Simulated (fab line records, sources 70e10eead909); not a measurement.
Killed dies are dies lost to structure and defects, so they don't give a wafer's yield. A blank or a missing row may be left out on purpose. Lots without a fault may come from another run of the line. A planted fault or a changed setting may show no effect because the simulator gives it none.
Chamber matching | flow nand_harc | NHARC_P_BONDPAD_DESCUM_11 on rie_diel-02: 4 sister chambers
The step chemistry O2, time 3 s. 24 wafers are shown with their chamber, then 12 later ones without.

WAFERS WITH THEIR CHAMBER
wafer  | chamber | showerhead_plenum_p_Torr (Torr) | drypump_motor_current_A (A) | oes_product_au (a.u.)
L079.1 | 2       | 1.96                            | 5.53                        | 1.004
L079.3 | 3       | 1.87                            | 5.93                        | 1.009
L079.6 | 0       | 1.96                            | 5.60                        | 1.014
L080.2 | 3       | 1.87                            | 5.92                        | 1.000
L080.3 | 0       | 1.96                            | 5.59                        | 1.006
L080.5 | 0       | 1.96                            | 5.60                        | 1.012
L081.1 | 0       | 1.96                            | 5.62                        | 1.011
L081.3 | 2       | 1.96                            | 5.55                        | 1.000
L081.5 | 0       | 1.96                            | 5.61                        | 1.006
L083.1 | 3       | 1.87                            | 5.89                        | 1.000
L083.3 | 0       | 1.96                            | 5.60                        | 1.002
L083.4 | 1       | 1.92                            | 5.51                        | 1.012
L086.1 | 3       | 1.87                            | 5.95                        | 0.998
L086.4 | 1       | 1.92                            | 5.53                        | 1.004
L086.6 | 2       | 1.95                            | 5.51                        | 0.983
L087.1 | 0       | 1.96                            | 5.58                        | 1.008
L087.4 | 3       | 1.87                            | 5.96                        | 1.000
L087.6 | 0       | 1.96                            | 5.61                        | 1.015
L089.4 | 3       | 1.87                            | 5.89                        | 0.996
L089.5 | 1       | 1.92                            | 5.51                        | 1.010
L089.6 | 2       | 1.95                            | 5.52                        | 0.987
L090.3 | 3       | 1.87                            | 5.94                        | 1.003
L090.4 | 1       | 1.92                            | 5.50                        | 1.012
L090.5 | 2       | 1.95                            | 5.54                        | 1.002

SIGNATURES (means of the wafers above)
reading                  | chamber 0 | chamber 1 | chamber 2 | chamber 3 | scatter within a chamber
showerhead_plenum_p_Torr | 1.9600    | 1.9200    | 1.9540    | 1.8700    | 0.00245
drypump_motor_current_A  | 5.6013    | 5.5125    | 5.5300    | 5.9257    | 0.0189
oes_product_au           | 1.00925   | 1.00950   | 0.99520   | 1.00086   | 0.00571
Rule: a wafer's distance from a chamber is the root of the sum, over the readings, of the square of ((its reading less the chamber's mean) divided by the reading's scatter). The wafer belongs to the nearest chamber; if the next one is less than 2 further off, it can't be placed. The scatter: the root of (the sum of the squares of (reading less its chamber's mean) over the shown wafers, divided by (wafers less chambers)).

WAFERS WITHOUT THEIR CHAMBER
wafer  | showerhead_plenum_p_Torr (Torr) | drypump_motor_current_A (A) | oes_product_au (a.u.)
L092.1 | 1.87                            | 5.93                        | 1.012
L092.3 | 1.95                            | 5.52                        | 0.999
L092.5 | 1.96                            | 5.60                        | 1.020
L096.1 | 1.95                            | 5.52                        | 0.998
L096.2 | 1.96                            | 5.56                        | 0.997
L096.4 | 1.92                            | 5.52                        | 0.997
L096.3 | 1.87                            | 5.96                        | 1.002
L096.5 | 1.87                            | 5.96                        | 1.000
L096.6 | 1.95                            | 5.53                        | 1.011
L095.2 | 1.96                            | 5.61                        | 1.006
L095.3 | 1.92                            | 5.51                        | 1.001
L095.5 | 1.87                            | 5.92                        | 1.006

WHICH CHAMBER EACH WENT THROUGH
wafer  | from the rows above     | in truth
L092.1 | 3                       | 3
L092.3 | 2                       | 2
L092.5 | 0                       | 0
L096.1 | 2                       | 2
L096.2 | can't be placed: 2 or 0 | 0
L096.4 | 1                       | 1
L096.3 | 3                       | 3
L096.5 | 3                       | 3
L096.6 | 2                       | 2
L095.2 | 0                       | 0
L095.3 | 1                       | 1
L095.5 | 3                       | 3
Placed correctly: 11 of 12. Can't be placed from these rows: 1 (the true chamber is among the candidates in 1). Placed wrongly: 0.
